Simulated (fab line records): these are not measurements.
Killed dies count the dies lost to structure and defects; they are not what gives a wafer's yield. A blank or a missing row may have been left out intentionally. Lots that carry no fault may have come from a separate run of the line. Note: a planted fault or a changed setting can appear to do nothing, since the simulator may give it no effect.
Split-lot trial	flow n5-finfet	7 lots, 39 wafers read, on a route of 1938 steps

## SPLIT DETAILS
At N5_BEOL_M4_TRENCH_ETCH_37 (etches SiOC in C4F6/O2, target depth 55.555 nm, time 29.2 s), the setting target-depth-a was moved away from the recipe's 555.55 angstrom on 15 of the 39 wafers read, by -56.7% to +49.5%. For the rest of the wafers, this setting stayed at what the recipe calls for.

## FROM THE SPLIT TO THE READING: what the file shows between them, 8 steps
- N5_BEOL_M4_ETCH_41: etches SiCN in CH3F/O2, target depth 29.9 nm, time 52.5 s
- N5_BEOL_M4_STRIP_97: strips in N2/H2, time 10 s
- N5_BEOL_M4_OCD_MEAS_38
- N5_BEOL_M4_HM_STRIP_39: strips TiN in peroxide tin strip, target depth 25 nm, time 158 s
- N5_BEOL_M4_SRD_40: time 30 s
- N5_BEOL_M4_ECD_50: material Cu, target thk 300 nm
- N5_BEOL_M4_ANNEAL_51: time 90 s
- N5_BEOL_M4_CMP_52: polishes, stops on SiOC, t overpolish 6.8 s, target thk 40 nm

## THE READING
M4_THK, in nm, at N5_BEOL_M4_THK_MEAS_53 (measures by xrf). A value of 40.6 nm with a standard deviation of 1.9 nm is what fault-free wafers of this fab line usually give.

wafer	tool, chamber at the split	target-depth-a as run, angstrom	against the recipe	M4_THK, nm	against lot-mates on the recipe
L077.1	rie-diel-04, 2	257.4	-53.7%	8.0	-32.0
L077.2	rie-diel-04, 1	555.55	recipe	42.0	-
L077.3	rie-diel-04, 3	257.4	-53.7%	10.0	-30.0
L077.4	rie-diel-04, 2	555.55	recipe	38.5	-
L077.5	rie-diel-04, 3	555.55	recipe	39.5	-
L077.6	rie-diel-04, 1	257.4	-53.7%	8.1	-31.9
L080.1	rie-diel-01, 2	813.7	+46.5%	66.5	+26.9
L080.2	rie-diel-01, 1	555.55	recipe	40.2	-
L080.3	rie-diel-01, 3	555.55	recipe	39.0	-
L080.4	rie-diel-01, 0	555.55	recipe	39.5	-
L080.5	rie-diel-01, 0	813.7	+46.5%	65.8	+26.2
L080.6	rie-diel-01, 3	813.7	+46.5%	65.9	+26.3
L085.1	rie-diel-05, 0	410.4	-26.1%	26.1	-16.0
L085.2	rie-diel-05, 3	555.55	recipe	41.3	-
L085.3	rie-diel-05, 1	410.4	-26.1%	26.2	-15.9
L085.4	rie-diel-05, 2	555.55	recipe	43.3	-
L085.5	rie-diel-05, 3	555.55	recipe	41.7	-
L085.6	rie-diel-05, 2	410.4	-26.1%	28.0	-14.1
L089.1	rie-diel-04, 0	555.55	recipe	42.3	-
L089.2	rie-diel-04, 2	555.55	recipe	39.4	-
L089.6	rie-diel-04, 2	555.55	recipe	39.4	-
L091.1	rie-diel-01, 0	555.55	recipe	39.3	-
L091.2	rie-diel-01, 2	555.55	recipe	38.6	-
L091.3	rie-diel-01, 1,3	555.55	recipe	38.2	-
L091.4	rie-diel-01, 3	555.55	recipe	39.6	-
L091.5	rie-diel-01, 1,3	555.55	recipe	38.6	-
L091.6	rie-diel-01, 0	555.55	recipe	39.6	-
L092.1	rie-diel-04, 0	555.55	recipe	37.5	-
L092.2	rie-diel-04, 3	830.7	+49.5%	71.1	+31.5
L092.3	rie-diel-04, 2	830.7	+49.5%	64.1	+24.5
L092.4	rie-diel-04, 1	555.55	recipe	40.1	-
L092.5	rie-diel-04, 0	555.55	recipe	41.1	-
L092.6	rie-diel-04, 3	830.7	+49.5%	70.7	+31.1
L097.1	rie-diel-01, 1	240.5	-56.7%	6.3	-34.6
L097.2	rie-diel-01, 0	240.5	-56.7%	8.6	-32.3
L097.3	rie-diel-01, 3	555.55	recipe	40.8	-
L097.4	rie-diel-01, 2	555.55	recipe	43.0	-
L097.5	rie-diel-01, 3	555.55	recipe	39.0	-
L097.6	rie-diel-01, 0	240.5	-56.7%	10.5	-30.4
Rows listing several chambers each stand for several wafers; the file does not say which wafer went through which chamber.

THE FIT
A straight line over all 39 wafers: M4_THK changes by +0.566 nm for each +1% of target-depth-a; r = +0.99; the points scatter about the line by 1.7 nm.
The same after taking each lot's own level away (the mean of its wafers on the recipe; 39 wafers): +0.579 nm for each +1%; r = +1.00; scatter 1.5 nm.
The reading moves by 33 nm for the largest change in target-depth-a, on that fit.
Measured against the standard deviation above, the lots' own levels, which go from 38.98 to 42.10 nm, span 1.6 times it.
So the lot-to-lot level changes the slope little: the two slopes agree.
Check: -32.6 nm against its lot-mates is what the line predicts for one of the wafers moved furthest among these (-56.7%) when that wafer is left out of the fit. Against them it came out at -34.6 nm.

## THE WHOLE CHAIN: every reading that the file lists as answering this split, in the file's order
step	what it does	reading	change (the file's fit)	r (the file's)
N5_BEOL_M4_TRENCH_ETCH_37	etches SiOC in C4F6/O2, target depth 55.555 nm, time 29.2 s	etch.depth-nm (the simulator's own value, which no gauge read)	+0.552 nm for each +1% of the setting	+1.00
N5_BEOL_M4_TRENCH_ETCH_37	etches SiOC in C4F6/O2, target depth 55.555 nm, time 29.2 s	BEOL_M4.feature-depth-nm (the simulator's own value, which no gauge read)	+0.552 nm for each +1% of the setting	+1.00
N5_BEOL_M4_TRENCH_ETCH_37	etches SiOC in C4F6/O2, target depth 55.555 nm, time 29.2 s	TiN_of_BEOL_M4_HM_DEP_02.thk-nm (the simulator's own value, which no gauge read)	-0.0234 nm for each +1% of the setting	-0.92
N5_BEOL_M4_OCD_MEAS_38		trench-depth-nm	+0.548 nm for each +1% of the setting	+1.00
N5_BEOL_M4_CMP_52	polishes, stops on SiOC, t overpolish 6.8 s, target thk 40 nm	Cu_of_BEOL_M4_ECD_50.thk-nm (the simulator's own value, which no gauge read)	+0.568 nm for each +1% of the setting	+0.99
N5_BEOL_M4_THK_MEAS_53	measures by xrf	M4_THK	+0.578 for each +1% of the setting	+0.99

## FILE'S OWN FIT
M4_THK changes by +0.578 nm for each +1% of target-depth-a, r = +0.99.
